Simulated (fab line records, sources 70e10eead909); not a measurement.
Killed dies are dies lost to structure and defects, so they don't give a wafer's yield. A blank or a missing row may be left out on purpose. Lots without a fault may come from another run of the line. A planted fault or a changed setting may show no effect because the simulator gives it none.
A struck lot beside a sound one | flow nand_harc | 15 steps out of a route of 1302
Sound: wafers L909.1, L909.3, L909.5. Struck: wafers L902.3, L902.5, L902.6. The cause comes at the end.
At each step with rows: each side's tool, then ch and its chambers, then its first start. Under that, the readings that differ: sound wafers | struck wafers | difference of the means | sigmas: that difference in standard deviations of wafers without a fault.
alike: readings whose means differ by less than 2 such deviations, and words and numbers that are the same on both sides. not compared: withheld readings, readings that some wafer has no value for, bounds like >300 that may hide the same value, and numbers for which the record gives no deviation and whose values overlap.
The two part at a step that has a row with sigmas, a row that says differs or no value, or rows on one side only. Numbers that don't overlap but have no deviation are shown without sigmas and don't part them. A reading that every wafer of one side lacks parts them only if that side has two wafers or more.

first, 5 steps without rows for these wafers: NHARC_A_CHANNEL_HOLE_D2_SOFTBAKE_05 (time 55 s); NHARC_A_CHANNEL_HOLE_D2_EBR_06; NHARC_A_CHANNEL_HOLE_D2_EXPOSE_07 (exposes mask HOLE D2, target cd 100 nm); NHARC_A_CHANNEL_HOLE_D2_PEB_08 (peb time 65 s); NHARC_A_CHANNEL_HOLE_D2_DEVELOP_09 (develop time 35 s).
NHARC_A_CHANNEL_HOLE_D2_CD_MEAS_10: target cd 100 nm.
  sound on cd_sem-03 ch 0, day 20 03:44; struck on cd_sem-02 ch 0, day 17 10:06
  alike: cd_nm
NHARC_A_CHANNEL_HOLE_D2_OVL_MEAS_11:
  sound on overlay-02, day 20 03:50; struck on overlay-01, day 17 10:11
  reading           | sound          | struck         | difference | sigmas
  overlay_x_nm (nm) | -1.0 -1.6 -1.5 | 1.2 1.1 0.6    | +2.3       | +3
  overlay_y_nm (nm) | 0.7 0.5 1.1    | -0.4 -0.9 -0.7 | -1.4       | -2
NHARC_A_CHANNEL_HOLE_D2_INSPECT_12:
  sound on defect_inspect-02, day 20 03:52; struck on defect_inspect-02, day 17 10:13
  reading          | sound    | struck   | difference | sigmas
  raw_defect_count | 66 88 64 | 18 12 17 | -57        | -2
NHARC_A_CHANNEL_HOLE_D2_DESCUM_15: chemistry O2, time 3 s.
  sound on rie_diel-04 ch 2,3, day 20 03:56; struck on rie_diel-06 ch 0,1, day 17 10:17
  alike: chamber_pressure_mTorr, drypump_motor_current_A, mfc_ar_sccm, oes_product_au, rf_vpp_V, showerhead_plenum_p_Torr, throttle_valve_pct
  not compared: rf_hours_counter_h
NHARC_A_CHANNEL_HOLE_D2_ETCH_38: etches the open film in CF4, target depth 39 nm, time 65 s.
  sound on rie_diel-04 ch 1,3, day 20 04:02; struck on rie_diel-06 ch 0,2, day 17 10:23
  alike: bias_w, cf4_flow_sccm, chamber_pressure_mTorr, drypump_motor_current_A, mfc_ar_sccm, oes_product_au, rf_fwd_power_W, rf_vpp_V, showerhead_plenum_p_Torr, throttle_valve_pct
  not compared: rf_hours_counter_h
NHARC_A_CHANNEL_HOLE_D2_ETCH_39: etches the open film in N2/H2, target depth 260 nm, time 325 s.
  sound on rie_diel-04 ch 1,2,3; struck on rie_diel-06 ch 0,1,2
  alike: bias_w, chamber_pressure_mTorr, drypump_motor_current_A, mfc_ar_sccm, oes_product_au, rf_fwd_power_W, rf_vpp_V, showerhead_plenum_p_Torr, throttle_valve_pct
  not compared: rf_hours_counter_h
NHARC_A_CHANNEL_HOLE_D2_ETCH_34: etches the open film in CF4/CHF3, target depth 154 nm, time 77 s.
  sound on rie_diel-04 ch 1,2,3; struck on rie_diel-06 ch 0,1,2
  alike: bias_w, cf4_flow_sccm, chamber_pressure_mTorr, drypump_motor_current_A, mfc_ar_sccm, oes_product_au, rf_fwd_power_W, rf_vpp_V, showerhead_plenum_p_Torr, throttle_valve_pct
  not compared: rf_hours_counter_h
NHARC_A_CHANNEL_HOLE_D2_ETCH_16: etches the open film in O2/COS, target depth 3100 nm, time 806 s.
  sound on rie_diel-04 ch 2,3, day 20 04:32; struck on rie_diel-06 ch 0,1,2, day 17 11:04
  no value came back on the struck wafers for any of 9 readings (bias_w (W), chamber_pressure_mTorr (mTorr) and others); on the sound wafers bias_w (W) reads 299.4 299.3 298.2
  not compared: rf_hours_counter_h
NHARC_A_CHANNEL_HOLE_D2_CD_MEAS_18:
  sound on cd_sem-02, day 20 05:14; struck on cd_sem-02, day 17 11:36
  alike: cd_nm
-- the record jumps here: 11 days lie between the struck wafers' starts before and after (it left off in module A_CHANNEL_HOLE_D2 and takes up again in module END, whose first step shown is number 1302 of the route) --
NHARC_END_SORT_01:
  the record has rows for the struck wafers here (prober-02 ch 0, day 28 12:16) and none for the sound ones

WHERE THEY PART
First at NHARC_A_CHANNEL_HOLE_D2_OVL_MEAS_11; last, within this record, at NHARC_END_SORT_01.

WHY: what the simulator had put in
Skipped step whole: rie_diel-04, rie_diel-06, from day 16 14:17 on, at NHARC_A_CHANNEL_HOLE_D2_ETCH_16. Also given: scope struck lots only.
